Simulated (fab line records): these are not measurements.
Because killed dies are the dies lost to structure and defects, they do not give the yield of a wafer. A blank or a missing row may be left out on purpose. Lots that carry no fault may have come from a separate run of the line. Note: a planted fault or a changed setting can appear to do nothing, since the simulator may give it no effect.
Lot-split experiment || flow n5_finfet || on a route of 1938 steps: 7 lots, 21 wafers read

THE SPLIT
At N5_BEOL_M1_ILD_DEP_00 (deposits SiOC from DEMS/O2, target thk 79 nm, time 15.3 s), the setting time_s was moved away from the recipe's 15.3 s on 8 of the 21 wafers read, by -12.0% to +13.5%. This setting was run at the recipe's value on the other wafers.

No step appears in the file between the split and the reading.

THE READING
M1_ILD_THK in nanometres, read at N5_BEOL_M1_THK_MEAS_01. A value of 78.9 nm with a standard deviation of 0.98 nm is what fault-free wafers of this fab line usually give.

{"wafer": "L074.1", "tool, chamber at the split": "pecvd-01, 0", "time_s as run, s": 15.3, "against the recipe": "recipe", "M1_ILD_THK, nm": 79.1, "against lot-mates on the recipe": "-"}
{"wafer": "L074.2", "tool, chamber at the split": "pecvd-01, 1", "time_s as run, s": 15.3, "against the recipe": "recipe", "M1_ILD_THK, nm": 80.2, "against lot-mates on the recipe": "-"}
{"wafer": "L074.4", "tool, chamber at the split": "pecvd-01, 0", "time_s as run, s": 16.82, "against the recipe": "+9.9%", "M1_ILD_THK, nm": 87.9, "against lot-mates on the recipe": "+8.2"}
{"wafer": "L081.3", "tool, chamber at the split": "pecvd-03, 2", "time_s as run, s": 17.37, "against the recipe": "+13.5%", "M1_ILD_THK, nm": 89.3, "against lot-mates on the recipe": "+8.8"}
{"wafer": "L081.4", "tool, chamber at the split": "pecvd-03, 0", "time_s as run, s": 15.3, "against the recipe": "recipe", "M1_ILD_THK, nm": 80.5, "against lot-mates on the recipe": "-"}
{"wafer": "L081.6", "tool, chamber at the split": "pecvd-03, 2", "time_s as run, s": 17.37, "against the recipe": "+13.5%", "M1_ILD_THK, nm": 90.6, "against lot-mates on the recipe": "+10.1"}
{"wafer": "L083.1", "tool, chamber at the split": "pecvd-02, 1", "time_s as run, s": 13.46, "against the recipe": "-12.0%", "M1_ILD_THK, nm": 68.2, "against lot-mates on the recipe": -10.0}
{"wafer": "L083.5", "tool, chamber at the split": "pecvd-02, 1", "time_s as run, s": 15.3, "against the recipe": "recipe", "M1_ILD_THK, nm": 78.5, "against lot-mates on the recipe": "-"}
{"wafer": "L083.6", "tool, chamber at the split": "pecvd-02, 0", "time_s as run, s": 15.3, "against the recipe": "recipe", "M1_ILD_THK, nm": 77.8, "against lot-mates on the recipe": "-"}
{"wafer": "L091.3", "tool, chamber at the split": "pecvd-02, 0,1", "time_s as run, s": 15.3, "against the recipe": "recipe", "M1_ILD_THK, nm": 79.1, "against lot-mates on the recipe": "-"}
{"wafer": "L091.4", "tool, chamber at the split": "pecvd-02, 0,1", "time_s as run, s": 15.3, "against the recipe": "recipe", "M1_ILD_THK, nm": 79.1, "against lot-mates on the recipe": "-"}
{"wafer": "L091.5", "tool, chamber at the split": "pecvd-02, 0", "time_s as run, s": 16.55, "against the recipe": "+8.2%", "M1_ILD_THK, nm": 86.1, "against lot-mates on the recipe": "+7.0"}
{"wafer": "L092.1", "tool, chamber at the split": "pecvd-01, 0", "time_s as run, s": 15.3, "against the recipe": "recipe", "M1_ILD_THK, nm": 78.8, "against lot-mates on the recipe": "-"}
{"wafer": "L092.3", "tool, chamber at the split": "pecvd-01, 1", "time_s as run, s": 14.26, "against the recipe": "-6.8%", "M1_ILD_THK, nm": 75.0, "against lot-mates on the recipe": -4.6}
{"wafer": "L092.4", "tool, chamber at the split": "pecvd-01, 2", "time_s as run, s": 15.3, "against the recipe": "recipe", "M1_ILD_THK, nm": 80.4, "against lot-mates on the recipe": "-"}
{"wafer": "L095.1", "tool, chamber at the split": "pecvd-02, 1", "time_s as run, s": 13.84, "against the recipe": "-9.5%", "M1_ILD_THK, nm": 71.3, "against lot-mates on the recipe": -9.2}
{"wafer": "L095.3", "tool, chamber at the split": "pecvd-02, 2", "time_s as run, s": 13.84, "against the recipe": "-9.5%", "M1_ILD_THK, nm": 71.7, "against lot-mates on the recipe": -8.8}
{"wafer": "L095.5", "tool, chamber at the split": "pecvd-02, 2", "time_s as run, s": 15.3, "against the recipe": "recipe", "M1_ILD_THK, nm": 80.5, "against lot-mates on the recipe": "-"}
{"wafer": "L097.1", "tool, chamber at the split": "pecvd-01, 0", "time_s as run, s": 15.3, "against the recipe": "recipe", "M1_ILD_THK, nm": 78.7, "against lot-mates on the recipe": "-"}
{"wafer": "L097.2", "tool, chamber at the split": "pecvd-01, 2", "time_s as run, s": 15.3, "against the recipe": "recipe", "M1_ILD_THK, nm": 79.4, "against lot-mates on the recipe": "-"}
{"wafer": "L097.3", "tool, chamber at the split": "pecvd-01, 1", "time_s as run, s": 15.3, "against the recipe": "recipe", "M1_ILD_THK, nm": 78.5, "against lot-mates on the recipe": "-"}
When a row names more than one chamber, that row covers several wafers, and the file does not tell which wafer ran in which chamber.

THE FIT
A straight line over all 21 wafers: M1_ILD_THK changes by +0.819 nm for each +1% of time_s; r = +0.99; the points scatter about the line by 0.85 nm.
The same after taking each lot's own level away (the mean of its wafers on the recipe; 21 wafers): +0.795 nm for each +1%; r = +0.99; scatter 0.77 nm.
Per that fit: largest time_s move, reading shift of 11 nm.
Across the lots, their own levels run from 78.15 to 80.50 nm, a range of 2.4 times the standard deviation given above.
So the lot-to-lot level changes the slope little: the two slopes agree.
Check: with one of the wafers moved furthest among these (+13.5%) left out of the fit, the line predicts +11.1 nm for it against its lot-mates. It came out at +8.8 nm against them.

THESE WAFERS: OTHER SPLITS
Note: prior to the reading, these wafers also went through further splits. Each is held against what the fit with the lots' levels taken away leaves over:
{"other split on the same wafers": "N5_GATE_CUT_HM_DEP_46 time_s", "wafers away from the commonest value": 4, "r with M1_ILD_THK (lot level and that fit taken away)": -0.30}
{"other split on the same wafers": "N5_MOL_CONTACT_COAG_COAT_75 spin_rpm", "wafers away from the commonest value": 3, "r with M1_ILD_THK (lot level and that fit taken away)": "+0.49"}
{"other split on the same wafers": "N5_MOL_CONTACT_COAG_ETCHBACK_135 time_s", "wafers away from the commonest value": 3, "r with M1_ILD_THK (lot level and that fit taken away)": -0.24}
{"other split on the same wafers": "N5_MOL_CONTACT_COAG_VIA_ETCH_46 bias_w", "wafers away from the commonest value": 8, "r with M1_ILD_THK (lot level and that fit taken away)": -0.05}
{"other split on the same wafers": "N5_BEOL_M0_SAQP_ETCH_107 bias_w", "wafers away from the commonest value": 4, "r with M1_ILD_THK (lot level and that fit taken away)": "+0.09"}
{"other split on the same wafers": "N5_BEOL_M0_SAQP_COAT_87 spin_rpm", "wafers away from the commonest value": 6, "r with M1_ILD_THK (lot level and that fit taken away)": "+0.57"}

THE WHOLE CHAIN: every reading that the file lists as answering this split, in the file's order
{"step": "N5_BEOL_M1_ILD_DEP_00", "what it does": "deposits SiOC from DEMS/O2, target thk 79 nm, time 15.3 s", "reading": "SiOC_of_BEOL_M1_ILD_DEP_00.thk_nm (the simulator's own value, which no gauge read)", "change (the file's fit)": "+0.806 nm for each +1% of the setting", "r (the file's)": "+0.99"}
{"step": "N5_BEOL_M1_THK_MEAS_01", "what it does": "", "reading": "M1_ILD_THK", "change (the file's fit)": "+0.801 for each +1% of the setting", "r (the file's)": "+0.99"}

THE FILE'S OWN FIT
M1_ILD_THK changes by +0.801 nm for each +1% of time_s, r = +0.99.
